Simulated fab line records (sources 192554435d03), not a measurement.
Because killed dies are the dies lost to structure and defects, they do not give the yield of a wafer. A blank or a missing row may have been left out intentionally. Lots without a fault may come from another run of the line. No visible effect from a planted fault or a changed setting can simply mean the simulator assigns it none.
fab line records | flow n5-finfet | part 1 of 2: steps 1 to 4 of 6
record lots=24 wafers=72 last-day=17
route steps=1938 shown BEOL_M13@1706 BEOL_M14@1749 BEOL_M15@1808 PASS1_DEP@1831
lots that met no fault: taken from a fault-free run of the same line
start-h: hours from the record's opening day to when the first of the lot's shown wafers began | wait-h: hours elapsed since this lot's preceding step | " identical to the entry in the row above | L1.1+2: a row that stands for several wafers | - no value, or no start was given | * or withheld: withheld | < > ~ a bound
route shown NAME@n: NAME is a module with steps in the file, n the number in the route of the first one | usual: mean/standard deviation of fault-free wafers | same: alike in all rows | chamber/n: place in a boat | sites: the reading at each site | _std_site: the standard deviation of these | _edge_site: inner sites' mean taken away from outer sites' mean | radius-mm: how far each site lies from the wafer's centre | mask NAME#n: copy n | behind: the last tool/chamber to shape the wafer | hold: reason for holding the lot/hours on hold/outcome of the hold | device: which transistor (n, p or np) failed to switch | end of line: at the end of the route, the tests of the same wafers | for a step that has no rows: nothing shown but its recipe | killed: count of dies lost to structure and defects at first sort (not the wafer's yield) | map: the dies of a wafer, with x for killed, . for not killed, _ for no die there
set.NAME: the run value of the setting; set.NAME@STEP: its run value at that earlier step | model.NAME: the simulator's own value behind a step, which no gauge read
a sample of lots followed through the steps of the route, with each step as a table and each wafer as a row
services: the hour from which a tool's chamber was out of use, counted from the record's first day as start-h (under 0 if before that day), plus the number of hours and why
## steps
# step N5_BEOL_M13_SPUTTER_44
# recipe material=Ta target-thk-a=100 temp-c=50 bias-v=80 power-w=15000 chamber-pressure-pa=0.07 time-s=16.13
# usual chamber-pressure-pa=0.07003/0.00014 throttle-valve-pct=30.1/0.93
# columns lot.wafer tool chamber start-h wait-h chamber-pressure-pa throttle-valve-pct
L074.3 pvd-sputter-03 - 228.45 0.0 0.07025 30.2
L074.4 " - " " 0.06993 29.4
L074.5 " - " " 0.07019 30.3
L075.2 pvd-sputter-02 - 239.78 0.0 0.07003 30.2
L075.4 " - " " 0.06979 29.6
L075.6 " - " " 0.07008 31.4
L077.1 pvd-sputter-03 - 244.83 0.0 0.07005 29.6
L077.2 " - " " 0.07021 30.2
L077.5 " - " " 0.07009 29.5
L078.1 pvd-sputter-02 - 256.40 0.0 0.06992 31.5
L078.2 " - " " 0.07001 30.4
L078.6 " - " " 0.07008 30.6
L076.2 pvd-sputter-01 - 257.08 0.0 0.06985 29.0
L076.5 " - " " 0.07006 29.1
L076.6 " - " " 0.07025 29.2
L080.1 pvd-sputter-01 - 262.20 0.0 0.06979 29.2
L080.3 " - " " 0.06994 31.2
L080.5 " - " " 0.06998 30.9
L079.1 pvd-sputter-02 - 269.15 0.0 0.07002 31.3
L079.4 " - " " 0.06988 30.3
L079.5 " - " " 0.06985 29.5
L082.1 pvd-sputter-03 - 284.68 0.0 0.07002 29.4
L082.2 " - " " 0.0699 30.1
L082.6 " - " " 0.06999 28.4
L081.2 pvd-sputter-01 - 285.37 0.0 0.07005 29.1
L081.4 " - " " 0.07003 31.0
L081.6 " - " " 0.0702 28.9
L083.3 pvd-sputter-03 - 292.95 0.0 0.07005 29.8
L083.5 " - " " 0.06998 29.8
L083.6 " - " " 0.06968 30.2
L084.2 pvd-sputter-01 - 293.41 0.0 0.07006 31.0
L084.3 " - " " 0.06999 29.4
L084.6 " - " " 0.06972 31.1
L086.1 pvd-sputter-02 - 299.55 0.0 0.07002 31.0
L086.2 " - " " 0.07022 30.4
L086.5 " - " " 0.06985 29.7
L085.1 pvd-sputter-01 - 303.38 0.0 0.07006 30.9
L085.3 " - " " 0.06972 31.4
L085.6 " - " " 0.06998 29.1
L089.2 pvd-sputter-02 - 315.93 0.0 0.07019 30.6
L089.5 " - " " 0.07014 31.5
L089.6 " - " " 0.06987 29.6
L087.1 pvd-sputter-03 - 316.98 0.0 0.07 28.3
L087.4 " - " " 0.06986 30.2
L087.6 " - " " 0.06998 30.2
L088.1 pvd-sputter-01 - 328.11 0.0 0.07016 29.2
L088.3 " - " " 0.06989 29.1
L088.6 " - " " 0.07021 29.2
L091.4 pvd-sputter-01 - 335.78 0.0 0.06996 31.4
L091.5 " - " " 0.0702 29.1
L091.6 " - " " 0.07008 29.1
L090.2 pvd-sputter-02 - 338.53 0.0 0.07026 30.4
L090.5 " - " " 0.0701 29.7
L090.6 " - " " 0.07028 31.0
L092.2 pvd-sputter-03 - 350.42 0.0 0.07009 30.0
L092.3 " - " " 0.07013 28.6
L092.5 " - " " 0.06993 29.6
L094.1 pvd-sputter-02 - 356.85 0.0 0.06998 29.6
L094.3 " - " " 0.07019 31.6
L094.5 " - " " 0.07015 30.9
L093.3 pvd-sputter-03 - 358.08 0.0 0.07021 28.3
L093.5 " - " " 0.07 30.2
L093.6 " - " " 0.06999 29.8
L095.3 pvd-sputter-01 - 371.62 0.0 0.07022 29.0
L095.4 " - " " 0.0701 31.1
L095.5 " - " " 0.07011 31.4
L096.3 pvd-sputter-02 - 377.13 0.0 0.07033 29.3
L096.5 " - " " 0.06995 30.8
L096.6 " - " " 0.07018 29.7
L097.1 pvd-sputter-02 - 380.31 0.0 0.07004 29.4
L097.2 " - " " 0.06998 30.9
L097.6 " - " " 0.06999 29.4
# step N5_BEOL_M14_DESCUM_33
# recipe chemistry=O2 time-s=7.9 source-power-w=50 bias-power-w=20 pressure-mtorr=20 rf-frequency-hz=2.712e+07 temp-c=40 o2-flow-sccm=225
# usual drypump-motor-current-A=5.3/0.53 o2-flow-sccm=225.1/0.72 oes-product-au=0.83/0.09 rf-vpp-V=242.8/1.4 showerhead-plenum-p-Torr=2.07/0.075 temp-c=40.00/0.12 throttle-valve-pct=20.30/0.2
# columns lot.wafer tool chamber start-h wait-h drypump-motor-current-A o2-flow-sccm oes-product-au rf-hours-counter-h rf-vpp-V showerhead-plenum-p-Torr temp-c throttle-valve-pct
L074.3 rie-diel-04 2 231.48 0.2 5.3 226.0 0.69 215 242.5 2.02 39.99 20.50
L074.4 " 1 " " 5.3 223.8 0.90 23 245.5 2.24 39.85 20.32
L074.5 " 2 " " 5.3 226.0 0.70 - 241.3 2.02 40.01 20.53
L075.2 rie-diel-01 2 242.65 0.2 6.3 225.2 0.97 6 243.4 2.03 40.01 20.09
L075.4 " 1 " " 4.7 225.7 0.71 224 243.8 2.15 40.04 20.56
L075.6 " 0 " " 4.9 225.1 0.88 - 242.5 2.04 39.87 20.27
L077.1 rie-diel-04 1 247.61 0.2 5.3 226.3 0.89 27 245.3 2.24 39.96 20.30
L077.2 " 2 " " 5.3 224.7 0.69 221 242.2 2.02 40.10 20.51
L077.5 " 3 " " 4.9 224.7 0.67 - 242.3 2.14 39.90 20.69
L078.1 rie-diel-05 2 259.38 0.0 5.2 224.9 0.80 94 242.8 2.12 40.04 20.14
L078.2 " 3 " " 4.9 225.7 0.72 215 241.9 2.00 39.97 20.68
L078.6 " 3 " " 4.9 225.7 0.72 - 242.4 2.00 40.17 20.64
L076.2 rie-diel-05 3 260.00 0.1 4.9 225.4 0.72 215 242.1 2.00 40.02 20.68
L076.5 " 3 " " 4.9 225.8 0.72 - 242.0 2.00 40.13 20.67
L076.6 " 2 " " 5.2 225.8 0.82 - 242.7 2.12 40.14 20.13
L080.1 rie-diel-05 0 265.46 0.4 6.0 224.1 0.86 42 242.8 2.03 40.09 19.93
L080.3 " 2 " " 5.2 226.0 0.81 98 242.4 2.12 39.98 20.15
L080.5 " 0 " " 6.0 224.4 0.86 - 242.0 2.03 39.99 19.94
L079.1 rie-diel-01 2 272.33 0.0 6.3 223.9 0.93 16 241.3 2.03 40.10 20.13
L079.4 " 1 " " 4.7 224.7 0.70 234 244.4 2.14 39.89 20.61
L079.5 " 0 " " 4.9 224.3 0.86 - 241.9 2.04 40.18 20.29
L082.1 rie-diel-01 0 287.94 0.5 4.9 224.8 0.86 52 242.1 2.03 40.26 20.30
L082.2 " 2 " " 6.3 225.3 0.91 22 242.7 2.03 39.91 20.13
L082.6 " 2 " " 6.3 225.2 0.91 - 243.2 2.03 40.03 20.14
L081.2 rie-diel-04 2 289.26 0.9 5.3 225.4 0.67 237 241.5 2.01 39.76 20.52
L081.4 " 3 " " 4.9 224.4 0.67 245 244.7 2.13 39.93 20.70
L081.6 " 2 " " 5.3 225.4 0.67 - 240.7 2.01 40.02 20.52
L083.3 rie-diel-04 2 295.78 0.0 5.3 225.4 0.67 240 241.7 2.01 40.05 20.53
L083.5 " 2 " " 5.3 225.8 0.68 - 240.9 2.01 39.96 20.53
L083.6 " 1 " " 5.3 225.4 0.88 - 243.7 2.23 40.11 20.34
L084.2 rie-diel-04 1 296.36 0.4 5.4 226.0 0.87 46 244.3 2.24 40.11 20.35
L084.3 " 3 " " 4.8 224.7 0.66 249 243.8 2.13 39.94 20.72
L084.6 " 1 " " 5.3 225.0 0.86 - 245.5 2.24 39.92 20.33
L086.1 rie-diel-01 1 302.97 0.4 4.7 225.5 0.69 246 243.7 2.14 40.03 20.60
L086.2 " 2 " " 6.3 223.9 0.91 28 242.6 2.03 40.05 20.13
L086.5 " 0 " " 4.9 227.0 0.86 - 241.8 2.03 40.00 20.30
L085.1 rie-diel-05 3 306.09 0.0 4.8 225.9 0.70 230 241.7 1.99 40.10 20.69
L085.3 " 0 " " 5.9 224.9 0.84 54 243.0 2.02 40.05 19.94
L085.6 " 1 " " 6.4 224.4 0.70 - 242.2 1.98 40.05 20.50
L089.2 rie-diel-01 2 318.64 0.0 6.3 223.9 0.89 35 242.6 2.03 40.11 20.14
L089.5 " 0 " " 4.9 226.0 0.84 - 240.7 2.03 40.09 20.30
L089.6 " 2 " " 6.3 223.6 0.89 - 241.4 2.03 40.10 20.14
L087.1 rie-diel-04 2 319.92 0.3 5.3 224.6 0.67 251 240.6 2.01 40.04 20.55
L087.4 " 3 " " 4.9 225.3 0.99 0 242.4 2.13 40.03 20.23
L087.6 " 3 " " 4.8 224.5 1.00 - 244.2 2.13 39.94 20.24
L088.1 rie-diel-01 0 330.94 0.0 4.9 225.6 0.84 68 244.0 2.03 39.93 20.32
L088.3 " 2 " " 6.3 224.2 0.88 39 241.0 2.02 40.17 20.16
L088.6 " 3 " " 4.9 224.7 0.87 - 244.1 2.06 40.10 20.19
L091.4 rie-diel-04 3 338.61 0.0 4.9 225.0 0.96 - 242.8 2.13 39.86 20.25
L091.5 " 1 " " 5.4 225.7 0.85 - 245.7 2.23 40.02 20.38
L091.6 " 0 " " 5.5 224.3 0.86 - 241.6 2.01 40.05 20.35
L090.2 rie-diel-01 3 341.46 0.2 4.8 225.4 0.88 50 242.0 2.05 40.12 20.19
L090.5 " 3 " " 4.9 225.5 0.87 - 242.8 2.05 39.91 20.19
L090.6 " 2 " " 6.3 223.8 0.88 - 242.6 2.02 40.20 20.16
L092.2 rie-diel-04 0 353.20 0.1 5.4 225.9 0.85 57 242.9 2.01 39.94 20.37
L092.3 " 1 " " 5.3 224.2 0.83 70 245.7 2.23 39.97 20.40
L092.5 " 0 " " 5.4 225.5 0.86 - 242.4 2.01 39.94 20.36
L094.1 rie-diel-01 2 359.44 0.0 6.3 223.8 0.87 50 242.3 2.02 39.73 20.18
L094.3 " 0 " " 4.9 223.8 0.83 79 242.7 2.03 39.91 20.34
L094.5 " 3 " " 4.9 224.8 0.87 - 242.4 2.05 39.89 20.21
L093.3 rie-diel-04 3 361.85 0.3 4.9 225.8 0.93 17 243.9 2.12 39.92 20.26
L093.5 " 0 " " 5.5 224.6 0.86 - 242.9 2.01 39.99 20.37
L093.6 " 3 " " 4.8 225.3 0.92 - 244.3 2.12 40.06 20.27
L095.3 rie-diel-05 0 374.44 0.0 5.9 225.2 0.82 82 242.6 2.01 39.76 19.99
L095.4 " 2 " " 5.2 225.9 0.78 - 242.3 2.11 40.14 20.20
L095.5 " 1 " " 6.4 224.9 0.70 - 240.5 1.98 39.98 20.54
L096.3 rie-diel-05 1 379.85 0.0 6.4 225.2 0.70 233 240.8 1.98 40.31 20.55
L096.5 " 0 " " 5.9 225.7 0.82 - 243.1 2.01 39.78 19.99
L096.6 " 1 " " 6.4 224.4 0.70 - 241.5 1.98 40.30 20.56
L097.1 rie-diel-01 2 383.10 0.1 6.3 225.5 0.87 58 243.3 2.02 39.83 20.20
L097.2 " 1 " " 4.7 224.3 0.94 16 244.9 2.13 40.00 20.17
L097.6 " 2 " " 6.3 225.5 0.87 - 243.0 2.02 39.94 20.17
# step N5_BEOL_M14_OCD_MEAS_35
# usual trench-depth-nm=549/13
# columns lot.wafer tool chamber start-h wait-h trench-depth-nm
L074.3 ocd-02 - 232.09 0.0 562
L074.4 " - " " 542
L074.5 " - " " 556
L075.2 ocd-01 - 243.26 0.0 536
L075.4 " - " " 555
L075.6 " - " " 543
L077.1 ocd-02 - 248.22 0.0 539
L077.2 " - " " 552
L077.5 " - " " 522
L078.1 ocd-02 - 259.99 0.0 562
L078.2 " - " " 562
L078.6 " - " " 567
L076.2 ocd-01 - 260.61 0.0 557
L076.5 " - " " 561
L076.6 " - " " 561
L080.1 ocd-01 - 266.07 0.0 550
L080.3 " - " " 560
L080.5 " - " " 552
L079.1 ocd-01 - 272.94 0.0 536
L079.4 " - " " 558
L079.5 " - " " 551
L082.1 ocd-02 - 288.55 0.0 546
L082.2 " - " " 533
L082.6 " - " " 532
L081.2 ocd-02 - 289.87 0.0 548
L081.4 " - " " 528
L081.6 " - " " 551
L083.3 ocd-01 - 296.39 0.0 550
L083.5 " - " " 551
L083.6 " - " " 541
L084.2 ocd-01 - 296.97 0.0 542
L084.3 " - " " 526
L084.6 " - " " 541
L086.1 ocd-01 - 303.58 0.0 548
L086.2 " - " " 531
L086.5 " - " " 541
L085.1 ocd-02 - 306.70 0.0 569
L085.3 " - " " 557
L085.6 " - " " 519
L089.2 ocd-02 - 319.25 0.0 534
L089.5 " - " " 551
L089.6 " - " " 531
L087.1 ocd-02 - 320.53 0.0 547
L087.4 " - " " 544
L087.6 " - " " 546
L088.1 ocd-01 - 331.55 0.0 552
L088.3 " - " " 531
L088.6 " - " " 556
L091.4 ocd-02 - 339.21 0.0 555
L091.5 " - " " 540
L091.6 " - " " 558
L090.2 ocd-01 - 342.07 0.0 564
L090.5 " - " " 559
L090.6 " - " " 534
L092.2 ocd-02 - 353.81 0.0 565
L092.3 " - " " 542
L092.5 " - " " 564
L094.1 ocd-02 - 360.05 0.0 527
L094.3 " - " " 544
L094.5 " - " " 554
L093.3 ocd-02 - 362.46 0.0 558
L093.5 " - " " 567
L093.6 " - " " 554
L095.3 ocd-02 - 375.06 0.0 551
L095.4 " - " " 562
L095.5 " - " " 518
L096.3 ocd-01 - 380.47 0.0 522
L096.5 " - " " 558
L096.6 " - " " 524
L097.1 ocd-02 - 383.71 0.0 533
L097.2 " - " " 571
L097.6 " - " " 527
# step N5_BEOL_M14_CMP_49
# recipe stop-on=SiO2 t-overpolish-s=5.2 down-force-psi=2 platen-rpm=80 clearing-platen-down-force-psi=2 clearing-platen-rpm=80 post-cmp-clean=cu-alkaline target-thk-nm=560 clearing-platen-pad-velocity-m-s=1.5917 pad-velocity-m-s=1.5917
# usual barrier-field-endpoint-s=11.3/0.36 motor-current-A=8.2/0.67 overpolish-run-s=5.200/0.0088 time-to-endpoint-s=123/6.6
# same t-overpolish-s=5.2
# columns lot.wafer tool chamber start-h wait-h barrier-field-endpoint-s motor-current-A overpolish-run-s time-to-endpoint-s
L074.3 cmp-03 3 235.09 0.2 10.9 7.5 5.191 107
L074.4 " 2 " " 10.7 7.5 5.200 107
L074.5 " 3 " " 11.1 7.9 5.193 109
L075.2 cmp-02 3 248.30 0.3 11.3 8.2 5.188 119
L075.4 " 0 " " 10.8 7.9 5.198 118
L075.6 " 1 " " 11.8 8.7 5.209 133
L077.2 cmp-02 3 250.11 0.3 11.2 8.1 5.185 121
L077.1 " 1 " " 12.0 8.7 5.203 132
L077.5 " 3 " " 11.0 8.5 5.190 118
L078.2 cmp-01 3 262.48 0.2 11.7 7.6 5.185 129
L078.1 " 1 " " 11.6 9.3 5.198 126
L078.6 " 0 " " 11.1 7.8 5.199 112
L076.2 cmp-03 3 263.15 0.3 11.4 8.1 5.203 124
L076.5 " 0 " " 11.8 8.4 5.201 130
L076.6 " 1 " " 11.5 9.6 5.205 125
L080.1 cmp-02 1 268.26 0.5 11.9 8.7 5.207 132
L080.3 " 2 " " 11.3 8.1 5.205 123
L080.5 " 2 " " 11.3 7.9 5.190 124
L079.1 cmp-01 2 274.84 0.3 10.7 7.1 5.208 113
L079.4 " 3 " " 11.7 8.0 5.182 127
L079.5 " 1 " " 11.1 9.4 5.207 120
L082.1 cmp-01 0 294.15 0.3 10.9 8.5 5.210 119
L082.2 " 3 " " 11.7 8.3 5.201 133
L082.6 " 1 " " 11.7 9.1 5.186 130
L081.4 cmp-02 3 294.64 0.1 11.1 8.3 5.212 122
L081.2 " 1 " " 11.7 8.6 5.213 130
L081.6 " 0 " " 11.1 8.7 5.202 122
L083.3 cmp-03 3 299.98 0.3 11.2 7.7 5.202 119
L083.6 " 0 " " 11.2 8.9 5.197 124
L083.5 " 1 " " 11.1 9.3 5.214 117
L084.3 cmp-03 2 300.73 0.2 11.0 6.8 5.189 118
L084.2 " 3 " " 11.4 8.4 5.192 118
L084.6 " 1 " " 10.9 9.1 5.207 121
L086.1 cmp-01 3 305.09 0.3 11.7 7.8 5.191 128
L086.2 " 2 " " 11.7 7.1 5.195 129
L086.5 " 3 " " 12.0 7.8 5.193 139
L085.1 cmp-03 0 307.93 0.3 11.6 8.4 5.193 131
L085.3 " 2 " " 11.0 6.7 5.184 114
L085.6 " 0 " " 11.7 8.2 5.200 129
L089.2 cmp-02 3 322.86 0.3 11.0 8.2 5.202 117
L089.6 " 0 " " 11.0 8.5 5.194 120
L089.5 " 1 " " 11.4 8.5 5.204 127
L087.1 cmp-02 3 323.33 0.3 10.8 8.6 5.203 117
L087.4 " 0 " " 10.8 8.8 5.191 118
L087.6 " 2 " " 11.1 8.1 5.206 121
L088.1 cmp-02 1 333.79 0.3 11.5 8.7 5.192 129
L088.3 " 2 " " 11.0 8.0 5.191 122
L088.6 " 0 " " 10.7 8.3 5.202 116
L091.4 cmp-03 3 340.89 0.2 11.4 7.8 5.209 123
L091.5 " 1 " " 11.2 9.6 5.193 123
L091.6 " 2 " " 11.3 7.1 5.206 121
L090.2 cmp-01 2 344.87 0.2 11.9 6.8 5.195 129
L090.6 " 2 " " 11.6 7.2 5.210 124
L090.5 " 3 " " 12.0 8.1 5.203 130
L092.3 cmp-01 0 359.35 0.2 10.8 8.0 5.211 113
L092.2 " 1 " " 11.7 9.5 5.204 127
L092.5 " 3 " " 11.8 7.7 5.192 130
L094.1 cmp-01 3 363.58 0.3 11.5 7.8 5.196 131
L094.3 " 1 " " 11.2 9.3 5.210 125
L094.5 " 3 " " 11.4 7.9 5.194 127
L093.3 cmp-01 0 364.11 0.2 10.7 8.4 5.205 116
L093.6 " 3 " " 11.3 7.8 5.193 126
L093.5 " 0 " " 10.9 8.4 5.203 113
L095.3 cmp-03 3 378.17 0.2 11.9 7.9 5.198 128
L095.4 " 0 " " 12.0 8.7 5.199 135
L095.5 " 2 " " 11.1 7.5 5.199 121
L096.3 cmp-02 2 382.73 0.2 11.4 8.3 5.181 127
L096.5 " 2 " " 11.7 7.8 5.200 134
L096.6 " 3 " " 11.4 8.3 5.179 124
L097.2 cmp-03 1 385.98 0.2 11.8 9.0 5.207 132
L097.1 " 3 " " 11.7 7.6 5.215 129
L097.6 " 1 " " 11.4 9.5 5.203 126
